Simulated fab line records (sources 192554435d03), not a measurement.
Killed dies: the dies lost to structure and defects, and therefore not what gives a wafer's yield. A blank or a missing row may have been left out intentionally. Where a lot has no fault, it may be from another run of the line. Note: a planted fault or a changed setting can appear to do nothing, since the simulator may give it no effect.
Code-filled problem report in 8D (eight disciplines) form / flow n5Finfet / the parts of the form that need people (team, actions taken, sign-off) are left out

1. WHAT WENT WRONG
rfFwdPowerW at N5_BEOL_M5_ETCH_72 reads a mean of 1020.1 W on 6 wafers of 2 lots; wafers without a fault read 819.1 W with a standard deviation of 2.2. That is +91 standard deviations from the usual mean.
The step: etches underlayer in N2/H2, target depth 6.5 nm, time 5.2 s.
First seen on wafer L653.1, day 10 05:10, on rieDiel-05. The record holds 30 wafers of 10 lots with a number at this step. The rule behind "out" and "out of limits": a value lying over 4 standard deviations away from the usual mean. The other wafers with a number count as sound.

2. WHAT THIS IS AND IS NOT
question=which readings at this step | is=rfFwdPowerW, etchRfOnTimeS, rfVppV | is not=drypumpMotorCurrentA, n2FlowSccm, showerheadPlenumPTorr, throttleValvePct
question=which lots | is=L653, L657 | is not=L648, L649, L651, L652, L662, L665, L667, L669
question=which wafers of those lots | is=all that have a number | is not=-
question=read on which tools | is=rieDiel-05 | is not=rieDiel-03, rieDiel-06
question=when | is=from day 10 05:10 | is not=up to then (12 sound wafers); but 12 sound wafers of L662, L665, L667, L669 came after

3. WHAT RULES OUT EACH SUSPECT
Counting: a tool stays on the suspect list if, at a process step up to the reading, it processed all lots that are out and no sound lot following the first of them.
- pvdSputter-02 at N5_BEOL_M4_SPUTTER_94 (material Cu, target thk 4.5 nm, time 8.29 s): ruled out as a lasting fault. Sound lots L667 ran on it after its first lot that is out, L653 (day 10 00:22).
- rieDiel-05 at N5_BEOL_M5_ETCH_72 (etches underlayer in N2/H2, target depth 6.5 nm, time 5.2 s): kept. It processed each lot that is out, first L653 at day 10 05:10, and no sound lot thereafter; up to then, the last sound lot it processed was L651 at day 9 08:32. Its own etchRfOnTimeS, rfFwdPowerW, rfVppV readings are out on those wafers.
The count leaves rieDiel-05 at N5_BEOL_M5_ETCH_72.

4. THE CAUSE (what the simulator had put in)
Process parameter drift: rieDiel-05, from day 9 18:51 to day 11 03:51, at N5_BEOL_M5_ETCH_72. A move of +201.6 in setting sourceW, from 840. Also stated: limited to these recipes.
Only this tool survived the counting.

5. THE CHAIN OF EFFECTS, in route order
Each row: a reading where the mean over the struck wafers with a number is more than 3 standard deviations away from the usual. Scope: only readings with a usual standard deviation given in the record; hours: median across lots of the time from each lot's start at the first step in this table that gives one to its start at this step; sigmas: change in usual standard deviations.
hours=0; step=N5_BEOL_M5_ETCH_72; reading=etchRfOnTimeS; usual=5.21 s; on struck wafers=4.40; change=-0.81; sigmas=-5.4
hours=0; step=N5_BEOL_M5_ETCH_72; reading=rfFwdPowerW; usual=819.1 W; on struck wafers=1020.1; change=+201.0; sigmas=+91
hours=0; step=N5_BEOL_M5_ETCH_72; reading=rfVppV; usual=524.3 V; on struck wafers=488.6; change=-35.7; sigmas=-14
Process steps it contains:
- N5_BEOL_M5_ETCH_72: etches underlayer in N2/H2, target depth 6.5 nm, time 5.2 s.

6. HOW IT WOULD HAVE BEEN CAUGHT EARLIER
In this record the first reading out of limits was taken at day 10 05:10, 10 hours after the fault began at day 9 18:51.
